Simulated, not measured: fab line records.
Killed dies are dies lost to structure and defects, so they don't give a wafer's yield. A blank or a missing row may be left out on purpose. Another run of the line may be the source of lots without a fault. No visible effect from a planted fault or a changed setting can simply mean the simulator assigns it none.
Chamber matching | flow n5 finfet | N5_HKMG_FIN_ETCH_58 on rie diel-05: 4 sister chambers
The step etches SOC in N2/H2, target depth 215.8 nm, time 741 s. 8 wafers are shown with their chamber, then 10 later ones without.

## WAFERS WITH THEIR CHAMBER
wafer  | chamber | drypump motor current A (A) | showerhead plenum p Torr (Torr)
L076.3 | 0       | 6.5                         | 2.50
L080.6 | 0       | 6.5                         | 2.50
L082.2 | 3       | 5.4                         | 2.52
L084.1 | 3       | 5.4                         | 2.52
L084.2 | 2       | 6.3                         | 2.54
L084.4 | 1       | 6.5                         | 2.43
L090.2 | 1       | 6.5                         | 2.42
L090.4 | 2       | 6.2                         | 2.53

## WAFERS WITH NO CHAMBER GIVEN
wafer  | drypump motor current A (A) | showerhead plenum p Torr (Torr)
L090.6 | 6.3                         | 2.53
L092.2 | 6.5                         | 2.50
L092.4 | 6.3                         | 2.53
L092.6 | 6.5                         | 2.42
L095.3 | 5.5                         | 2.51
L095.4 | 6.5                         | 2.42
L095.6 | 6.3                         | 2.53
L096.2 | 6.3                         | 2.53
L096.4 | 6.5                         | 2.49
L096.6 | 5.4                         | 2.50

## THE CHAMBER EACH PASSED THROUGH
wafer  | from the rows above | in truth
L090.6 | 2                   | 2
L092.2 | 0                   | 0
L092.4 | 2                   | 2
L092.6 | 1                   | 1
L095.3 | 3                   | 3
L095.4 | 1                   | 1
L095.6 | 2                   | 2
L096.2 | 2                   | 2
L096.4 | 0                   | 0
L096.6 | 3                   | 3
Placed correctly: 10 of 10. Left unplaced by these rows: 0. Number placed wrongly: 0.
How it was worked out, from the rows above alone: a wafer's distance from a chamber is the root of the sum, over the readings, of the square of ((its reading less the chamber's mean) divided by the reading's scatter). If the next closest chamber is less than 2 further off than the closest, the wafer can't be placed; otherwise it belongs to the closest. Each chamber's mean is taken over the wafers shown for it. How the scatter is found: for the shown wafers, subtract from each reading the mean of its chamber, square and add these, divide the total by (wafers less chambers), then take the root.
